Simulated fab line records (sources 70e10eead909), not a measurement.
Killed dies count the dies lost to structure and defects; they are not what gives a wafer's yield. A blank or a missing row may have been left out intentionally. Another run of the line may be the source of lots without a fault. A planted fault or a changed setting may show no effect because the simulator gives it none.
Matching of chambers :: flow nandHarc :: rieDiel-03 running NHARC_P_ZERO_WELL_ETCH_65: 4 sister chambers
The step etches the open film in N2/H2, target depth 80 nm, overetch 24 nm, time 87.88 s. 14 wafers are shown with their chamber, then 7 later ones without.

## EACH WAFER AND ITS CHAMBER
wafer: L913.1
chamber: 0
showerheadPlenumPTorr (Torr): 2.00
rfVppV (V): 429.4
oesProductAu (a.u.): 1.003

wafer: L913.3
chamber: 2
showerheadPlenumPTorr (Torr): 2.21
rfVppV (V): 434.4
oesProductAu (a.u.): 1.001

wafer: L913.5
chamber: 3
showerheadPlenumPTorr (Torr): 1.92
rfVppV (V): 427.5
oesProductAu (a.u.): 1.003

wafer: L921.1
chamber: 0
showerheadPlenumPTorr (Torr): 1.99
rfVppV (V): 427.9
oesProductAu (a.u.): 1.001

wafer: L921.2
chamber: 3
showerheadPlenumPTorr (Torr): 1.91
rfVppV (V): 427.4
oesProductAu (a.u.): 1.012

wafer: L921.4
chamber: 1
showerheadPlenumPTorr (Torr): 1.96
rfVppV (V): 427.6
oesProductAu (a.u.): 1.001

wafer: L923.1
chamber: 0
showerheadPlenumPTorr (Torr): 1.99
rfVppV (V): 428.8
oesProductAu (a.u.): 0.992

wafer: L923.2
chamber: 1
showerheadPlenumPTorr (Torr): 1.96
rfVppV (V): 428.8
oesProductAu (a.u.): 0.992

wafer: L923.6
chamber: 1
showerheadPlenumPTorr (Torr): 1.96
rfVppV (V): 429.2
oesProductAu (a.u.): 1.000

wafer: L926.1
chamber: 2
showerheadPlenumPTorr (Torr): 2.19
rfVppV (V): 433.9
oesProductAu (a.u.): 1.004

wafer: L926.4
chamber: 3
showerheadPlenumPTorr (Torr): 1.91
rfVppV (V): 428.0
oesProductAu (a.u.): 1.001

wafer: L926.5
chamber: 2
showerheadPlenumPTorr (Torr): 2.19
rfVppV (V): 436.2
oesProductAu (a.u.): 1.017

wafer: L927.1
chamber: 2
showerheadPlenumPTorr (Torr): 2.19
rfVppV (V): 434.9
oesProductAu (a.u.): 1.001

wafer: L927.2
chamber: 3
showerheadPlenumPTorr (Torr): 1.91
rfVppV (V): 427.5
oesProductAu (a.u.): 1.008

SIGNATURES (means of the wafers above)
reading: showerheadPlenumPTorr
chamber 0: 1.9933
chamber 1: 1.9600
chamber 2: 2.1950
chamber 3: 1.9125
scatter within a chamber: 0.00665

reading: rfVppV
chamber 0: 428.700
chamber 1: 428.533
chamber 2: 434.850
chamber 3: 427.600
scatter within a chamber: 0.753

reading: oesProductAu
chamber 0: 0.99867
chamber 1: 0.99767
chamber 2: 1.00575
chamber 3: 1.00600
scatter within a chamber: 0.00605
Rule: for a wafer and a chamber, the distance is found by dividing, reading by reading, the gap between the wafer's reading and the chamber's mean by the reading's scatter, squaring, summing and taking the root. If the next closest chamber is less than 2 further off than the closest, the wafer can't be placed; otherwise it belongs to the closest. The scatter: take each reading less its chamber's mean, square it, sum over the shown wafers, divide by the number of wafers less the number of chambers, and take the root.

## WAFERS WHOSE CHAMBER IS MISSING
wafer: L927.5
showerheadPlenumPTorr (Torr): 1.91
rfVppV (V): 427.1
oesProductAu (a.u.): 1.002

wafer: L932.2
showerheadPlenumPTorr (Torr): 1.96
rfVppV (V): 427.7
oesProductAu (a.u.): 1.001

wafer: L932.3
showerheadPlenumPTorr (Torr): 1.90
rfVppV (V): 426.3
oesProductAu (a.u.): 1.016

wafer: L932.6
showerheadPlenumPTorr (Torr): 1.90
rfVppV (V): 427.2
oesProductAu (a.u.): 1.008

wafer: L933.1
showerheadPlenumPTorr (Torr): 1.98
rfVppV (V): 429.1
oesProductAu (a.u.): 0.985

wafer: L933.3
showerheadPlenumPTorr (Torr): 2.19
rfVppV (V): 433.4
oesProductAu (a.u.): 1.003

wafer: L933.4
showerheadPlenumPTorr (Torr): 1.90
rfVppV (V): 426.8
oesProductAu (a.u.): 1.003

## CHAMBER TAKEN BY EACH
wafer: L927.5
from the rows above: 3
in truth: 3

wafer: L932.2
from the rows above: 1
in truth: 1

wafer: L932.3
from the rows above: 3
in truth: 3

wafer: L932.6
from the rows above: 3
in truth: 3

wafer: L933.1
from the rows above: can't be placed: 0 or 1
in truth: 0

wafer: L933.3
from the rows above: 2
in truth: 2

wafer: L933.4
from the rows above: 3
in truth: 3
6 of 7 placed correctly. Cannot be placed on the basis of these rows: 1; the candidates contain the true chamber in 1. 0 placed wrongly.
